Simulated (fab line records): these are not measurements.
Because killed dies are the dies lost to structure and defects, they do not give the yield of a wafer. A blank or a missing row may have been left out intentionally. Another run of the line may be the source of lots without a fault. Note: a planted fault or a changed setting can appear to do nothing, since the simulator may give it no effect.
The same fault as seen by 2 desks	flow n5-finfet	numbers are kept per desk, each desk with only its own; the story behind them comes last

## METROLOGY DESK
Means of the sampled wafers that have a number, per lot and without regard to the tool the lot ran on: this is what the gauges read. The brackets show how far a lot's mean lies from the usual mean; more than 4 standard deviations puts the lot out of limits, marked OUT. Of its 11 readings 7 are shown: those that lie furthest out on some lot.
Columns: A = DIBL_P at N5_BEOL_M4_RC_MEAS_101, usual 35.6 mV/V; B = IOFF_N at N5_BEOL_M4_RC_MEAS_101, usual 0.15 nA/um; C = IOFF_P at N5_BEOL_M4_RC_MEAS_101, usual 0.20 nA/um; D = ION_N at N5_BEOL_M4_RC_MEAS_101, usual 668 uA/um; E = ION_P at N5_BEOL_M4_RC_MEAS_101, usual 459 uA/um; F = VT_N at N5_BEOL_M4_RC_MEAS_101, usual 250 mV; G = VT_P at N5_BEOL_M4_RC_MEAS_101, usual -251 mV
lot	first seen here	A	B	C	D	E	F	G
L491	day 5 03:44	36.4	0.16	0.23	669	460	251	-249
L492	day 5 08:04	36.2	0.15	0.21	664	455	251	-251
L497	day 6 14:46	34.2	0.16	0.20	663	455	249	-250
L498	day 6 21:36	34.2	0.12	0.17	648	452	256	-253
L499	day 7 00:57	36.7	0.15	0.20	674	463	252	-252
L507	day 9 02:16	35.5	0.15	0.20	672	459	249	-254
L508	day 9 11:31	37.8	0.18	0.23	674	455	246	-248
L510	day 9 20:55	35.8	0.16	0.21	675	462	250	-249
L511	day 10 10:29	34.7	0.14	0.18	661	456	251	-254
L513	day 10 18:00	34.0	0.13	0.18	664	460	251	-252
L514	day 11 03:32	39.5	0.23	0.28	696	472	244	-244
This desk's finding: nothing out of limits on any of the 11 lots.

## THE TOOL OWNER'S DESK: ald-sin-01
The tool's own readings at N5_MOL_CONTACT_COAG_ALD_27 (deposits SiOC, target thk 17 nm, pulse time 1.5 s, time 2720 s): means of the sampled wafers that have a number, for each lot that ran on this tool. The brackets show how far a lot's mean lies from the usual mean; more than 4 standard deviations puts the lot out of limits, marked OUT.
Columns: A = heater-power-w at N5_MOL_CONTACT_COAG_ALD_27, usual 861 W; B = precursor-pulse-height-rel at N5_MOL_CONTACT_COAG_ALD_27, usual 1.001; C = run-length-s at N5_MOL_CONTACT_COAG_ALD_27, usual 2770.0 s
lot	first seen here	A	B	C
L498	day 6 19:44	847	0.988	2769.6
L507	day 9 00:23	1008	1.013	2546.1 (-99 or more) OUT
L508	day 9 09:39	987	0.985	2545.6 (-99 or more) OUT
L510	day 9 19:03	836	1.008	2620.7 (-99 or more) OUT
This desk's verdict: out of limits on L507, L508, L510, starting with L507 at day 9 00:23 (run-length-s at N5_MOL_CONTACT_COAG_ALD_27). L498: within limits.

## BROUGHT TOGETHER
On L507, L508, L510, at day 9 00:23, an alarm was possible from the tool owner's desk.
The metrology desk saw nothing out of limits.
The metrology desk has L507, L508, L510 on record, within its limits.
On ald-sin-01, each named lot ran N5_MOL_CONTACT_COAG_ALD_27.

## WHAT HAD BEEN PUT IN BY THE SIMULATOR
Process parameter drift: ald-sin-01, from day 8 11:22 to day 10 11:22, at N5_MOL_CONTACT_COAG_ALD_27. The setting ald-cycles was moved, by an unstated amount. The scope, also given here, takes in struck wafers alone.
Struck lots among those shown: L507, L508, L510.
Time in hours from fault onset to the first out-of-limits reading at each desk: the tool owner's desk, 13.
